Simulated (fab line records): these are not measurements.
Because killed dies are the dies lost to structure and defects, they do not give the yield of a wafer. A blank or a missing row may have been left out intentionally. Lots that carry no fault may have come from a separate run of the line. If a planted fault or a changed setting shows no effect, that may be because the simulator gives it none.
fab line records	flow nandHarc	part 1 of 2: steps 1 to 25 of 32
[record] lots = 5	wafers = 15	lastDay = 33
route steps=1302 shown A_CONTACT@1067
lots with no fault: from the same line, run without faults
startH: hours from the record's first day to the start of the lot's first wafer shown	waitH: how many hours have passed since the lot's step before this one	" identical to the entry in the row above	L1.1+2: a row that stands for several wafers	- either no value or no given start	* or withheld: withheld	< > ~ a bound
route shown NAME@n: NAME is a module with steps in the file, n the number in the route of the first one	usual: mean and standard deviation over wafers with no fault	same: alike in all rows	chamber/n: place in a boat	sites: per-site readings	_std_site: their standard deviation	_edge_site: outer sites' mean less inner sites'	radiusMm: how far each site lies from the wafer's centre	mask NAME#n: copy n	behind: the last tool/chamber to shape the wafer	hold: cause of the lot's hold/its duration in hours/its outcome	device: transistor that didn't switch, given as n, p or np	end of line: tests of these same wafers at the route's end	step lacking rows: just its recipe	killed: not the wafer's yield, but the dies lost to structure and defects at the first sort	map: the dies of a wafer, with x for killed, . for not killed, _ for no die there
set.NAME: the setting as run; set.NAME@STEP: as run at that earlier step	model.NAME: the simulator's own value behind a step, which no gauge read
a table for each step, a row for each wafer; lots at some steps of the route
services: a tool's chamber out of use, with start hour (startH, from the record's first day; less than 0 if before it), hours out, and reason
[[steps]]
[step NHARC_A_CONTACT_DEP_85]
[recipe] targetThkA = 600	targetThkNm = 60	tempC = 400	pressureTorr = 3.5	flowSccm = 200	rfW = 350	material = SiON
[usual] chamberPressureTorr = 3.499/0.008	heaterPowerW = 736/70
lot.wafer	tool	chamber	startH	waitH	chamberPressureTorr	heaterPowerW
L079.2	pecvd-02	0	547.92	1.2	3.503	634
L079.4	"	2	"	"	3.496	754
L079.6	"	1	"	"	3.502	671
L084.1	pecvd-01	1	601.20	1.4	3.507	779
L084.3	"	0	"	"	3.499	742
L084.5	"	1	"	"	3.499	757
L087.3	pecvd-02	0	630.19	0.9	3.495	677
L087.6	"	2	"	"	3.504	870
L087.4	"	0	"	"	3.511	683
L093.2	pecvd-01	1	701.56	1.2	3.494	777
L093.4	"	1	"	"	3.503	792
L093.6	"	2	"	"	3.501	738
L096.3	pecvd-02	2	749.38	0.9	3.481	732
L096.1	"	1	"	"	3.513	735
L096.4	"	0	"	"	3.501	671
[step NHARC_A_CONTACT_DEHYDRATE_00]
[recipe] tempC = 150	timeS = 120
lot.wafer	tool	chamber	startH	waitH
L079.2+4+6	lithoTrack-04	0	548.16	0.2
L084.1+3+5	lithoTrack-04	0	601.47	0.2
L087.3+4+6	lithoTrack-01	0	630.44	0.2
L093.2+4+6	lithoTrack-01	0	701.83	0.2
L096.1+3+4	lithoTrack-04	0	749.65	0.2
[step NHARC_A_CONTACT_HMDS_01]
[recipe] timeS = 30
lot.wafer	tool	chamber	startH	waitH
L079.2+4+6	lithoTrack-04	0	-	-
L084.1+3+5	lithoTrack-04	0	-	-
L087.3+4+6	lithoTrack-01	0	-	-
L093.2+4+6	lithoTrack-01	0	-	-
L096.1+3+4	lithoTrack-04	0	-	-
[step NHARC_A_CONTACT_COAT_86]
[recipe] tempC = 260	timeS = 75
lot.wafer	tool	chamber	startH	waitH
L079.2+4+6	lithoTrack-04	0	-	-
L084.1+3+5	lithoTrack-04	0	-	-
L087.3+4+6	lithoTrack-01	0	-	-
L093.2+4+6	lithoTrack-01	0	-	-
L096.1+3+4	lithoTrack-04	0	-	-
[step NHARC_A_CONTACT_COAT_87]
[recipe] tempC = 225	timeS = 65
lot.wafer	tool	chamber	startH	waitH
L079.2+4+6	lithoTrack-04	0	-	-
L084.1+3+5	lithoTrack-04	0	-	-
L087.3+4+6	lithoTrack-01	0	-	-
L093.2+4+6	lithoTrack-01	0	-	-
L096.1+3+4	lithoTrack-04	0	-	-
[step NHARC_A_CONTACT_COAT_02]
[recipe] spinRpm = 1500	resistThkNm = 90
lot.wafer	tool	chamber	startH	waitH
L079.2+4+6	lithoTrack-04	0	-	-
L084.1+3+5	lithoTrack-04	0	-	-
L087.3+4+6	lithoTrack-01	0	-	-
L093.2+4+6	lithoTrack-01	0	-	-
L096.1+3+4	lithoTrack-04	0	-	-
[step NHARC_A_CONTACT_SOFTBAKE_03]
[recipe] tempC = 105	timeS = 55
lot.wafer	tool	chamber	startH	waitH
L079.2+4+6	lithoTrack-04	0	-	-
L084.1+3+5	lithoTrack-04	0	-	-
L087.3+4+6	lithoTrack-01	0	-	-
L093.2+4+6	lithoTrack-01	0	-	-
L096.1+3+4	lithoTrack-04	0	-	-
[step NHARC_A_CONTACT_EBR_04]
lot.wafer	tool	chamber	startH	waitH
L079.2+4+6	lithoTrack-04	0	-	-
L084.1+3+5	lithoTrack-04	0	-	-
L087.3+4+6	lithoTrack-01	0	-	-
L093.2+4+6	lithoTrack-01	0	-	-
L096.1+3+4	lithoTrack-04	0	-	-
[step NHARC_A_CONTACT_EXPOSE_05]
[recipe] na = 1.35	sigmaOuter = 0.8	doseMj = 84.24	maskId = A_CC
[same] na = 1.35
lot.wafer	tool	chamber	startH	waitH	mask
L079.2+4+6	arfiScanner-02	0	548.47	-	A_CC#0
L084.1+3+5	arfiScanner-02	0	601.78	-	A_CC#0
L087.3+4+6	arfiScanner-01	0	630.63	-	A_CC#0
L093.2+4+6	arfiScanner-01	0	702.15	-	A_CC#0
L096.1+3+4	arfiScanner-01	0	749.96	-	A_CC#0
[step NHARC_A_CONTACT_PEB_06]
[recipe] pebTempC = 100	pebTimeS = 65
lot.wafer	tool	chamber	startH	waitH
L079.2+4+6	lithoTrack-01	0	548.53	0.1
L084.1+3+5	lithoTrack-06	0	601.84	0.1
L087.3+4+6	lithoTrack-06	0	630.68	0.0
L093.2+4+6	lithoTrack-06	0	702.20	0.1
L096.1+3+4	lithoTrack-01	0	750.02	0.1
[step NHARC_A_CONTACT_DEVELOP_07]
[recipe] developTimeS = 35	devTempC = 23
lot.wafer	tool	chamber	startH	waitH
L079.2+4+6	lithoTrack-01	0	-	-
L084.1+3+5	lithoTrack-06	0	-	-
L087.3+4+6	lithoTrack-06	0	-	-
L093.2+4+6	lithoTrack-06	0	-	-
L096.1+3+4	lithoTrack-01	0	-	-
[step NHARC_A_CONTACT_CD_MEAS_08]
[recipe] targetCdNm = 200	landingEnergyEv = 500
[usual] cdNm = 200.0/0.39
lot.wafer	tool	chamber	startH	waitH	cdNm
L079.2	cdSem-03	0	548.61	-	200.4
L079.4	"	0	"	"	199.4
L079.6	"	0	"	"	200.0
L084.1	cdSem-03	0	601.92	-	199.3
L084.3	"	0	"	"	199.8
L084.5	"	0	"	"	199.6
L087.3	cdSem-03	0	630.76	-	200.0
L087.4	"	0	"	"	200.0
L087.6	"	0	"	"	200.1
L093.2	cdSem-01	0	702.28	-	201.0
L093.4	"	0	"	"	200.5
L093.6	"	0	"	"	199.7
L096.1	cdSem-01	0	750.10	-	200.7
L096.3	"	0	"	"	200.5
L096.4	"	0	"	"	200.4
[step NHARC_A_CONTACT_OVL_MEAS_09]
[usual] overlayXNm = -0.2/0.82	overlayYNm = 0.1/0.84
lot.wafer	tool	chamber	startH	waitH	overlayXNm	overlayYNm
L079.2	overlay-02	-	548.70	-	-0.8	-0.4
L079.4	"	-	"	"	-1.1	-0.8
L079.6	"	-	"	"	-0.8	-0.5
L084.1	overlay-02	-	602.01	-	0.9	-0.1
L084.3	"	-	"	"	0.8	-0.2
L084.5	"	-	"	"	0.8	0.1
L087.3	overlay-01	-	630.85	-	-0.2	0.3
L087.4	"	-	"	"	0.0	-0.1
L087.6	"	-	"	"	0.3	0.1
L093.2	overlay-01	-	702.37	-	-1.2	0.9
L093.4	"	-	"	"	-0.5	0.7
L093.6	"	-	"	"	-0.8	1.1
L096.1	overlay-02	-	750.19	-	-0.6	0.1
L096.3	"	-	"	"	0.1	-0.2
L096.4	"	-	"	"	0.0	-0.1
[step NHARC_A_CONTACT_INSPECT_10]
[usual] rawDefectCount = 86/28
lot.wafer	tool	chamber	startH	waitH	rawDefectCount
L079.2	defectInspect-01	-	548.73	0.0	33
L079.4	"	-	"	"	29
L079.6	"	-	"	"	30
L084.1	defectInspect-02	-	602.05	0.0	78
L084.3	"	-	"	"	69
L084.5	"	-	"	"	61
L087.3	defectInspect-02	-	630.89	0.0	67
L087.4	"	-	"	"	59
L087.6	"	-	"	"	63
L093.2	defectInspect-02	-	702.41	0.0	127
L093.4	"	-	"	"	107
L093.6	"	-	"	"	102
L096.1	defectInspect-01	-	750.23	0.0	76
L096.3	"	-	"	"	97
L096.4	"	-	"	"	76
[step NHARC_A_CONTACT_DESCUM_13]
[recipe] timeS = 3	o2FlowSccm = 200	arFlowSccm = 0	biasPowerW = 0	chemistry = O2
[usual] drypumpMotorCurrentA = 5.8/0.45	oesProductAu = 1.003/0.0075	rfVppV = 57.9/0.89	showerheadPlenumPTorr = 1.93/0.069	throttleValvePct = 11.312/0.01
lot.wafer	tool	chamber	startH	waitH	drypumpMotorCurrentA	oesProductAu	rfHoursCounterH	rfVppV	showerheadPlenumPTorr	throttleValvePct
L079.2	rieDiel-03	2	548.81	0.1	5.9	1.009	14	57.4	1.86	11.317
L079.4	"	3	"	"	6.5	0.991	13	58.1	1.98	11.307
L079.6	"	1	"	"	6.1	1.002	-	56.8	1.99	11.305
L084.1	rieDiel-03	3	602.13	0.1	6.5	0.993	20	58.7	1.98	11.311
L084.3	"	0	"	"	5.3	0.989	18	58.2	1.93	11.297
L084.5	"	1	"	"	6.1	0.998	-	60.2	1.99	11.313
L087.3	rieDiel-04	3	630.95	0.1	5.0	1.003	33	58.1	1.85	11.317
L087.4	"	1	"	"	5.7	1.001	35	58.2	1.94	11.312
L087.6	"	2	"	"	6.0	1.004	-	58.2	1.93	11.318
L093.2	rieDiel-03	0	702.47	0.1	5.3	0.999	8	58.2	1.92	11.315
L093.4	"	3	"	"	6.5	0.997	8	59.1	1.97	11.307
L093.6	"	1	"	"	6.1	1.002	-	58.1	1.99	11.315
L096.1	rieDiel-03	2	750.29	0.1	5.9	1.014	16	56.3	1.85	11.306
L096.4	"	0	"	"	5.2	0.995	14	57.4	1.92	11.322
L096.3	"	1	"	"	6.1	1.004	15	58.3	1.98	11.303
[step NHARC_A_CONTACT_ETCH_88]
[recipe] targetDepthA = 390	overEtchFrac = 0.3	timeS = 65	ionEnergyEv = 80	cf4FlowSccm = 150	arFlowSccm = 0	rfW = 300	biasW = 100	chemistry = CF4
[usual] cf4FlowSccm = 150.0/0.45	drypumpMotorCurrentA = 5.8/0.43	oesProductAu = 1.003/0.007	rfVppV = 151.6/1	showerheadPlenumPTorr = 1.79/0.058	throttleValvePct = 13.283/0.0082
lot.wafer	tool	chamber	startH	waitH	cf4FlowSccm	drypumpMotorCurrentA	oesProductAu	rfHoursCounterH	rfVppV	showerheadPlenumPTorr	throttleValvePct
L079.4	rieDiel-03	0	548.89	0.1	150.6	5.3	0.993	12	150.8	1.78	13.292
L079.2	"	2	"	"	150.1	5.9	1.005	14	150.5	1.72	13.280
L079.6	"	3	"	"	150.3	6.5	0.993	-	152.9	1.82	13.288
L084.3	rieDiel-03	0	602.21	0.1	149.6	5.3	1.003	18	151.5	1.78	13.268
L084.1	"	1	"	"	149.8	6.1	1.010	20	150.9	1.84	13.276
L084.5	"	2	"	"	150.5	5.9	1.014	-	151.5	1.72	13.279
L087.4	rieDiel-04	2	631.03	0.1	150.5	6.0	0.997	30	150.3	1.78	13.287
L087.3	"	3	"	"	149.5	5.0	1.018	33	150.3	1.72	13.299
L087.6	"	3	"	"	149.6	4.9	1.006	-	151.9	1.72	13.289
L093.4	rieDiel-03	3	702.55	0.1	149.1	6.5	1.012	8	151.5	1.82	13.277
L093.2	"	1	"	"	150.6	6.1	1.010	8	152.0	1.83	13.279
L093.6	"	0	"	"	150.4	5.3	1.007	-	152.5	1.78	13.283
L096.1	rieDiel-03	2	750.37	0.1	150.2	5.9	1.015	16	150.8	1.72	13.275
L096.3	"	0	"	"	150.2	5.3	0.989	14	151.4	1.77	13.289
L096.4	"	1	"	"	149.6	6.2	1.006	15	152.3	1.83	13.286
[step NHARC_A_CONTACT_ETCH_89]
[recipe] targetDepthA = 2600	overEtchFrac = 0.3	timeS = 475.3	ionEnergyEv = 200	n2FlowSccm = 150	h2FlowSccm = 150	arFlowSccm = 0	rfW = 400	biasW = 150	chemistry = N2/H2
[usual] drypumpMotorCurrentA = 5.8/0.43	h2FlowSccm = 150.0/0.43	oesProductAu = 1.002/0.0072	rfVppV = 431.0/2.2	showerheadPlenumPTorr = 2.06/0.075	throttleValvePct = 14.172/0.0093
lot.wafer	tool	chamber	startH	waitH	drypumpMotorCurrentA	h2FlowSccm	oesProductAu	rfHoursCounterH	rfVppV	showerheadPlenumPTorr	throttleValvePct
L079.2	rieDiel-03	1	-	-	6.1	149.7	1.000	13	433.0	2.13	14.174
L079.4	"	2	"	"	5.9	149.0	1.011	14	428.6	1.98	14.187
L079.6	"	3	"	"	6.5	150.6	1.008	-	433.6	2.11	14.178
L084.3	rieDiel-03	0	-	-	5.3	150.0	0.992	18	430.2	2.05	14.186
L084.1	"	1	"	"	6.1	150.4	1.002	20	433.2	2.12	14.172
L084.5	"	3	"	"	6.5	150.4	1.004	-	432.2	2.11	14.180
L087.3	rieDiel-04	0	-	-	5.6	150.4	0.998	38	432.2	2.09	14.175
L087.4	"	1	"	"	5.7	150.2	0.996	35	431.1	2.07	14.171
L087.6	"	2	"	"	6.0	150.4	0.990	-	431.1	2.06	14.176
L093.2	rieDiel-03	2	-	-	5.9	150.0	1.015	9	428.0	1.98	14.162
L093.4	"	0	"	"	5.3	149.8	1.002	8	430.5	2.05	14.168
L093.6	"	2	"	"	5.9	150.5	1.008	-	426.4	1.98	14.180
L096.1	rieDiel-03	1	-	-	6.1	150.2	1.006	15	432.7	2.12	14.191
L096.3	"	2	"	"	5.9	149.7	1.002	16	429.9	1.97	14.169
L096.4	"	3	"	"	6.6	150.2	1.004	15	431.3	2.10	14.174
[step NHARC_A_CONTACT_ETCH_30]
[recipe] targetDepthA = 726	timeS = 36.3	cf4FlowSccm = 100	chf3FlowSccm = 30	arFlowSccm = 0	rfW = 500	biasW = 200	chemistry = CF4/CHF3
[usual] cf4FlowSccm = 99.99/0.29	drypumpMotorCurrentA = 5.8/0.41	oesProductAu = 0.939/0.019	rfVppV = 371.2/1.8	showerheadPlenumPTorr = 1.59/0.054	throttleValvePct = 16.802/0.0092
lot.wafer	tool	chamber	startH	waitH	cf4FlowSccm	drypumpMotorCurrentA	oesProductAu	rfHoursCounterH	rfVppV	showerheadPlenumPTorr	throttleValvePct
L079.4	rieDiel-03	0	-	-	99.79	5.3	0.924	13	370.2	1.59	16.815
L079.2	"	1	"	"	100.08	6.1	0.926	13	373.5	1.64	16.817
L079.6	"	3	"	"	99.65	6.5	0.925	-	372.5	1.62	16.806
L084.1	rieDiel-03	3	-	-	100.13	6.5	0.974	20	372.7	1.62	16.803
L084.3	"	0	"	"	100.11	5.3	0.925	18	371.4	1.58	16.794
L084.5	"	2	"	"	99.97	5.9	0.967	-	368.5	1.53	16.817
L087.3	rieDiel-04	2	-	-	99.81	6.0	0.928	30	371.4	1.59	16.818
L087.4	"	3	"	"	99.90	5.0	0.939	34	369.9	1.53	16.804
L087.6	"	1	"	"	99.84	5.7	0.916	-	372.4	1.60	16.796
L093.4	rieDiel-03	2	-	-	100.37	5.9	0.982	9	369.4	1.53	16.802
L093.2	"	1	"	"	99.59	6.2	0.960	8	373.2	1.63	16.797
L093.6	"	2	"	"	99.56	5.9	0.987	-	369.8	1.53	16.791
L096.3	rieDiel-03	2	-	-	100.28	5.9	0.925	16	368.0	1.53	16.805
L096.4	"	3	"	"	99.60	6.6	0.931	15	372.5	1.62	16.774
L096.1	"	0	"	"	99.88	5.3	0.918	14	369.8	1.58	16.824
[step NHARC_A_CONTACT_ETCH_31]
[recipe] targetDepthA = 28000	overEtchFrac = 0.3	timeS = 728	ionEnergyEv = 150	o2FlowSccm = 400	cosFlowSccm = 20	arFlowSccm = 0	rfW = 500	biasW = 300	chemistry = O2/COS
[usual] drypumpMotorCurrentA = 5.9/0.4	oesProductAu = 1.004/0.0071	rfVppV = 314.6/1.8	showerheadPlenumPTorr = 3.15/0.11	throttleValvePct = 28.330/0.0084
lot.wafer	tool	chamber	startH	waitH	drypumpMotorCurrentA	oesProductAu	rfHoursCounterH	rfVppV	showerheadPlenumPTorr	throttleValvePct
L079.2	rieDiel-03	3	-	-	6.5	0.998	14	315.2	3.22	28.325
L079.4	"	0	"	"	5.3	1.000	13	313.9	3.14	28.338
L079.6	"	2	"	"	5.9	1.023	-	313.5	3.04	28.340
L084.1	rieDiel-03	2	-	-	5.9	1.011	20	313.1	3.04	28.336
L084.3	"	1	"	"	6.2	0.998	20	316.3	3.24	28.326
L084.5	"	2	"	"	5.9	1.004	-	312.9	3.04	28.316
L087.3	rieDiel-04	3	-	-	5.0	1.021	34	312.4	3.03	28.328
L087.4	"	0	"	"	5.6	1.007	38	315.9	3.19	28.322
L087.6	"	2	"	"	5.9	0.998	-	314.7	3.15	28.344
L093.4	rieDiel-03	1	-	-	6.1	1.004	9	316.2	3.23	28.333
L093.2	"	2	"	"	5.9	1.017	9	313.2	3.03	28.325
L093.6	"	0	"	"	5.3	0.998	-	313.1	3.14	28.331
L096.3	rieDiel-03	3	-	-	6.5	1.017	15	316.0	3.21	28.331
L096.1	"	0	"	"	5.3	1.004	14	315.1	3.13	28.338
L096.4	"	1	"	"	6.2	1.002	16	314.6	3.23	28.327
[step NHARC_A_CONTACT_ETCH_134]
[recipe] sourceW = withheld	pressureMtorr = 20	biasV = withheld	timeS = 140	targetDepthA = 7000	arFlowSccm = withheld	c4f8FlowSccm = withheld	o2FlowSccm = withheld	chemistry = C4F8/O2/Ar
lot.wafer	tool	chamber	startH	waitH	rfHoursCounterH
L079.2	harCapEtch-01	0	549.92	-	5
L079.4	"	1	"	"	-
L079.6	"	0	"	"	-
L084.1	harCapEtch-02	1	603.22	-	107
L084.3	"	0	"	"	-
L084.5	"	0	"	"	-
L087.4	harCapEtch-02	1	632.21	-	-
L087.3	"	0	"	"	-
L087.6	"	1	"	"	-
L093.2	harCapEtch-01	0	703.64	-	33
L093.4	"	0	"	"	-
L093.6	"	1	"	"	-
L096.1	harCapEtch-03	0	751.45	-	92
L096.4	"	1	"	"	-
L096.3	"	0	"	"	-
[step NHARC_A_CONTACT_ETCH_135]
[recipe] sourceW = withheld	pressureMtorr = 20	biasV = 1200	timeS = 311	targetDepthA = 19120	arFlowSccm = withheld	c4f8FlowSccm = withheld	o2FlowSccm = withheld	chemistry = C4F8/O2/Ar
lot.wafer	tool	chamber	startH	waitH	rfHoursCounterH
L079.2	harCapEtch-01	0	550.12	0.2	6
L079.4	"	1	"	"	-
L079.6	"	0	"	"	-
L084.1	harCapEtch-02	1	603.42	0.2	107
L084.3	"	0	"	"	-
L084.5	"	0	"	"	-
L087.4	harCapEtch-02	1	632.51	0.3	-
L087.3	"	0	"	"	-
L087.6	"	1	"	"	-
L093.2	harCapEtch-01	0	703.85	0.2	33
L093.4	"	0	"	"	-
L093.6	"	1	"	"	-
L096.1	harCapEtch-03	0	751.66	0.2	93
L096.4	"	1	"	"	-
L096.3	"	0	"	"	-
[step NHARC_A_CONTACT_ETCH_136]
[recipe] sourceW = withheld	pressureMtorr = 20	biasV = 1200	timeS = 311	targetDepthA = 19120	arFlowSccm = withheld	c4f8FlowSccm = withheld	o2FlowSccm = withheld	chemistry = C4F8/O2/Ar
lot.wafer	tool	chamber	startH	waitH	rfHoursCounterH
L079.2	harCapEtch-01	0	550.39	0.2	6
L079.4	"	1	"	"	-
L079.6	"	0	"	"	-
L084.1	harCapEtch-02	1	603.70	0.2	107
L084.3	"	0	"	"	-
L084.5	"	0	"	"	-
L087.4	harCapEtch-02	1	632.87	0.3	-
L087.3	"	0	"	"	-
L087.6	"	1	"	"	-
L093.2	harCapEtch-01	0	704.12	0.2	33
L093.4	"	0	"	"	-
L093.6	"	1	"	"	-
L096.1	harCapEtch-03	0	751.93	0.2	93
L096.4	"	1	"	"	-
L096.3	"	0	"	"	-
[step NHARC_A_CONTACT_ETCH_137]
[recipe] sourceW = withheld	pressureMtorr = 20	biasV = 1200	timeS = 311	targetDepthA = 19120	arFlowSccm = withheld	c4f8FlowSccm = withheld	o2FlowSccm = withheld	chemistry = C4F8/O2/Ar
lot.wafer	tool	chamber	startH	waitH	rfHoursCounterH
L079.2	harCapEtch-01	0	550.67	0.2	6
L079.4	"	1	"	"	-
L079.6	"	0	"	"	-
L084.1	harCapEtch-02	1	603.97	0.2	107
L084.3	"	0	"	"	-
L084.5	"	0	"	"	-
L087.4	harCapEtch-02	1	633.23	0.3	-
L087.3	"	0	"	"	-
L087.6	"	1	"	"	-
L093.2	harCapEtch-01	0	704.39	0.2	34
L093.4	"	0	"	"	-
L093.6	"	1	"	"	-
L096.1	harCapEtch-03	0	752.20	0.2	93
L096.4	"	1	"	"	-
L096.3	"	0	"	"	-
[step NHARC_A_CONTACT_ETCH_138]
[recipe] sourceW = withheld	pressureMtorr = 20	biasV = 1200	timeS = 311	targetDepthA = 19140	arFlowSccm = withheld	c4f8FlowSccm = withheld	o2FlowSccm = withheld	chemistry = C4F8/O2/Ar
lot.wafer	tool	chamber	startH	waitH	rfHoursCounterH
L079.2	harCapEtch-01	0	550.94	0.2	6
L079.4	"	1	"	"	-
L079.6	"	0	"	"	-
L084.1	harCapEtch-02	1	604.25	0.2	108
L084.3	"	0	"	"	-
L084.5	"	0	"	"	-
L087.4	harCapEtch-02	1	633.60	0.3	-
L087.3	"	0	"	"	-
L087.6	"	1	"	"	-
L093.2	harCapEtch-01	0	704.66	0.2	34
L093.4	"	0	"	"	-
L093.6	"	1	"	"	-
L096.1	harCapEtch-03	0	752.47	0.2	93
L096.4	"	1	"	"	-
L096.3	"	0	"	"	-
[step NHARC_A_CONTACT_ETCH_139]
[recipe] sourceW = withheld	pressureMtorr = 20	biasV = 400	timeS = 195	targetDepthA = 8400	arFlowSccm = withheld	c4f8FlowSccm = 11.5	o2FlowSccm = 7.2	chemistry = C4F8/O2/Ar
lot.wafer	tool	chamber	startH	waitH	rfHoursCounterH
L079.2	harCapEtch-01	0	551.21	0.2	7
L079.4	"	1	"	"	-
L079.6	"	0	"	"	-
L084.1	harCapEtch-02	1	604.51	0.2	108
L084.3	"	0	"	"	-
L084.5	"	0	"	"	-
L087.4	harCapEtch-02	1	633.96	0.3	-
L087.3	"	0	"	"	-
L087.6	"	1	"	"	-
L093.2	harCapEtch-01	0	704.94	0.2	34
L093.4	"	0	"	"	-
L093.6	"	1	"	"	-
L096.1	harCapEtch-03	0	752.75	0.2	94
L096.4	"	1	"	"	-
L096.3	"	0	"	"	-
